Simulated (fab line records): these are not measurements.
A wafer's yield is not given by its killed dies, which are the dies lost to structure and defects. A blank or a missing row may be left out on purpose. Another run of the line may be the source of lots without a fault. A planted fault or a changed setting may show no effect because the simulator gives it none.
One fault seen from 2 desks | flow n5-finfet | only its own numbers are on each desk; what lay behind them is given at the end

== THE TOOL OWNER'S DESK: rie-diel-03 ==
The tool's own readings at N5_MOL_CONTACT_COAG_ETCH_67 (etches SOC in N2/H2, target depth 60 nm, overetch 21 nm, time 101.2 s): means of the sampled wafers that have a number, for each lot that ran on this tool. Any lot whose mean is over 4 standard deviations away from the usual mean is out of limits and marked OUT; that distance is given in the brackets. Shown here are 7 of its 8 readings, the ones lying furthest out on some lot.
Columns: A = bias-w at N5_MOL_CONTACT_COAG_ETCH_67, usual 150.0 W; B = chamber-pressure-mTorr at N5_MOL_CONTACT_COAG_ETCH_67, usual 29.999 mTorr; C = oes-product-au at N5_MOL_CONTACT_COAG_ETCH_67, usual 0.66 a.u.; D = rf-vpp-V at N5_MOL_CONTACT_COAG_ETCH_67, usual 524.4 V; E = showerhead-plenum-p-Torr at N5_MOL_CONTACT_COAG_ETCH_67, usual 2.56 Torr; F = temp-c at N5_MOL_CONTACT_COAG_ETCH_67, usual 40.02 C; G = throttle-valve-pct at N5_MOL_CONTACT_COAG_ETCH_67, usual 17.77 %
lot  | first seen here | A     | B      | C    | D     | E    | F     | G
L973 | day 7 18:57     | 149.7 | 30.009 | 0.63 | 523.3 | 2.53 | 39.96 | 17.61
This desk's finding: nothing out of limits on the one lot.

== FROM THE METROLOGY DESK ==
Means of the sampled wafers that have a number, per lot and without regard to the tool the lot ran on: this is what the gauges read. Any lot whose mean is over 4 standard deviations away from the usual mean is out of limits and marked OUT; that distance is given in the brackets. Shown here are 7 of its 11 readings, the ones lying furthest out on some lot.
Columns: A = cd-nm at N5_MOL_CONTACT_COAG_CD_MEAS_101, usual 16.0 nm; B = DIBL_N at N5_BEOL_M4_RC_MEAS_101, usual 36.4 mV/V; C = DIBL_P at N5_BEOL_M4_RC_MEAS_101, usual 36.3 mV/V; D = IOFF_P at N5_BEOL_M4_RC_MEAS_101, usual 0.23 nA/um; E = ION_N at N5_BEOL_M4_RC_MEAS_101, usual 674 uA/um; F = SS_P at N5_BEOL_M4_RC_MEAS_101, usual 73.3 mV/dec; G = VT_N at N5_BEOL_M4_RC_MEAS_101, usual 250 mV
lot  | first seen here | A    | B    | C    | D    | E   | F    | G
L973 | day 7 19:25     | 16.3 | 37.4 | 38.6 | 0.24 | 677 | 73.7 | 251
L985 | day 10 21:41    | 16.2 | 34.4 | 33.6 | 0.19 | 664 | 73.0 | 252
This desk found nothing out of limits on any of the 2 lots.

== PUT TOGETHER ==
The desk of the tool owner found nothing out of limits.
Nothing out of limits was seen by the metrology desk.

== WHAT THE SIMULATOR HAD PUT IN ==
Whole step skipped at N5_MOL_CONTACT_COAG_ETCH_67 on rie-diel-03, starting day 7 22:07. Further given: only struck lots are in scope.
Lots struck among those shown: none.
